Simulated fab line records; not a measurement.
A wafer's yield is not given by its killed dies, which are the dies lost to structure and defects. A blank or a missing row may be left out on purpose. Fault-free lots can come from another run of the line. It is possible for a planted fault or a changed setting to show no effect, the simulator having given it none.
Split-lot study -- flow n5-finfet -- 39 wafers read across 7 lots, on a route 1938 steps long

## ON THE SPLIT
At N5_BEOL_M13_ILD_DEP_00 (deposits SiOC from DEMS/O2, target thk 837.92 nm, time 166.4 s), the setting target-thk-a was moved away from the recipe's 8379.2 angstrom on 12 of the 39 wafers read, by -39.3% to +53.5%. The other wafers ran this setting at the recipe's value.

Split to reading: the file shows no intervening step.

## THE READING
M13_ILD_THK in nanometres, read at N5_BEOL_M13_THK_MEAS_01. Typical for fault-free wafers on this fab line: 836 nm, with standard deviation 11 nm.

wafer,"tool, chamber at the split","target-thk-a as run, angstrom",against the recipe,"M13_ILD_THK, nm",against lot-mates on the recipe
L074.1,"pecvd-04, 1",8379.2,recipe,808,-
L074.3,"pecvd-04, 2",8379.2,recipe,821,-
L074.6,"pecvd-04, 2",8379.2,recipe,824,-
L079.1,"pecvd-02, 2",11480,+37.0%,1165,+309
L079.2,"pecvd-02, 0",11480,+37.0%,1157,+301
L079.3,"pecvd-02, 1",8379.2,recipe,853,-
L079.4,"pecvd-02, 1",8379.2,recipe,862,-
L079.5,"pecvd-02, 2",11480,+37.0%,1178,+322
L079.6,"pecvd-02, 0",8379.2,recipe,854,-
L084.1,"pecvd-04, 0",8379.2,recipe,817,-
L084.2,"pecvd-04, 2",5484,-34.6%,532,-298
L084.3,"pecvd-04, 2",8379.2,recipe,838,-
L084.4,"pecvd-04, 0",5484,-34.6%,541,-289
L084.5,"pecvd-04, 0",5484,-34.6%,538,-292
L084.6,"pecvd-04, 2",8379.2,recipe,835,-
L088.1,"pecvd-02, 2",12860,+53.5%,1276,+434
L088.2,"pecvd-02, 1",8379.2,recipe,846,-
L088.3,"pecvd-02, 0",12860,+53.5%,1267,+425
L088.4,"pecvd-02, 1",12860,+53.5%,1295,+453
L088.5,"pecvd-02, 2",8379.2,recipe,840,-
L088.6,"pecvd-02, 0",8379.2,recipe,841,-
L086.1,"pecvd-02, 0",8379.2,recipe,845,-
L086.2,"pecvd-02, 2",8379.2,recipe,837,-
L086.3,"pecvd-02, 1",8379.2,recipe,849,-
L086.4,"pecvd-02, 2",8379.2,recipe,845,-
L086.5,"pecvd-02, 0",8379.2,recipe,845,-
L086.6,"pecvd-02, 1",8379.2,recipe,853,-
L090.1,"pecvd-04, 1",8379.2,recipe,827,-
L090.2,"pecvd-04, 0",8379.2,recipe,824,-
L090.3,"pecvd-04, 2,1",5089,-39.3%,506,-321
L090.4,"pecvd-04, 0",8379.2,recipe,830,-
L090.5,"pecvd-04, 2",5089,-39.3%,506,-321
L090.6,"pecvd-04, 2,1",5089,-39.3%,506,-321
L093.1,"pecvd-04, 2",8379.2,recipe,828,-
L093.2,"pecvd-04, 0",8379.2,recipe,827,-
L093.3,"pecvd-04, 1",8379.2,recipe,822,-
L093.4,"pecvd-04, 1",8379.2,recipe,839,-
L093.5,"pecvd-04, 2",8379.2,recipe,832,-
L093.6,"pecvd-04, 0",8379.2,recipe,840,-
If several chambers appear in one row, that row covers several wafers at once and the file leaves open which wafer was in which chamber.

THE FIT
A straight line over all 39 wafers: M13_ILD_THK changes by +8.5 nm for each +1% of target-thk-a; r = +1.00; the points scatter about the line by 13 nm.
The same after taking each lot's own level away (the mean of its wafers on the recipe; 39 wafers): +8.27 nm for each +1%; r = +1.00; scatter 7.1 nm.
Per that fit: largest target-thk-a move, reading shift of 4.4e+02 nm.
The span of the lots' own levels, 817.7 to 856.3 nm, comes to 3.5 times the standard deviation stated above.
Hence the lot-to-lot level has little effect on the slope; both slopes agree.
Check: for one of the wafers moved furthest among these (+53.5%), held out of the fit, the line's prediction against its lot-mates is +443 nm. It came out at +434 nm against them.

## THE WHOLE CHAIN: every reading that the file lists as answering this split, in the file's order
step,what it does,reading,change (the file's fit),r (the file's)
N5_BEOL_M13_ILD_DEP_00,"deposits SiOC from DEMS/O2, target thk 837.92 nm, time 166.4 s","SiOC_of_BEOL_M13_ILD_DEP_00.thk-nm (the simulator's own value, which no gauge read)",+8.27 nm for each +1% of the setting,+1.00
N5_BEOL_M13_THK_MEAS_01,,M13_ILD_THK,+8.27 for each +1% of the setting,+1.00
N5_BEOL_M13_VIA_ETCH_16,"etches SiOC in C4F8/O2/Ar, target depth 921.7 nm","BARC_of_BEOL_M13_COAT_58.thk-nm (the simulator's own value, which no gauge read)","not straight: 89.07 at the lowest setting, 89.04 at the recipe, 27.33 at the highest",not given
N5_BEOL_M13_VIA_ETCH_16,"etches SiOC in C4F8/O2/Ar, target depth 921.7 nm","etch.depth-nm (the simulator's own value, which no gauge read)",+8.27 nm for each +1% of the setting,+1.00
N5_BEOL_M13_VIA_ETCH_16,"etches SiOC in C4F8/O2/Ar, target depth 921.7 nm","coat_of_BEOL_M13_COAT_04.thk-nm (the simulator's own value, which no gauge read)",-1.84 nm for each +1% of the setting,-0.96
N5_BEOL_M13_STRIP_63,strips in N2/H2,oes-product-au,"not straight: 0.704 at the lowest setting, 0.674 at the recipe, 0.228 at the highest",not given
N5_BEOL_M13_STRIP_63,strips in N2/H2,strip-time-to-endpoint-s,"not straight: withheld at the lowest setting, withheld at the recipe, withheld at the highest",not given
N5_BEOL_M13_STRIP_64,strips in N2/H2,strip-time-to-endpoint-s,"not straight: withheld at the lowest setting, withheld at the recipe, withheld at the highest",not given

## FILE'S OWN FIT
M13_ILD_THK changes by +8.27 nm for each +1% of target-thk-a, r = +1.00.
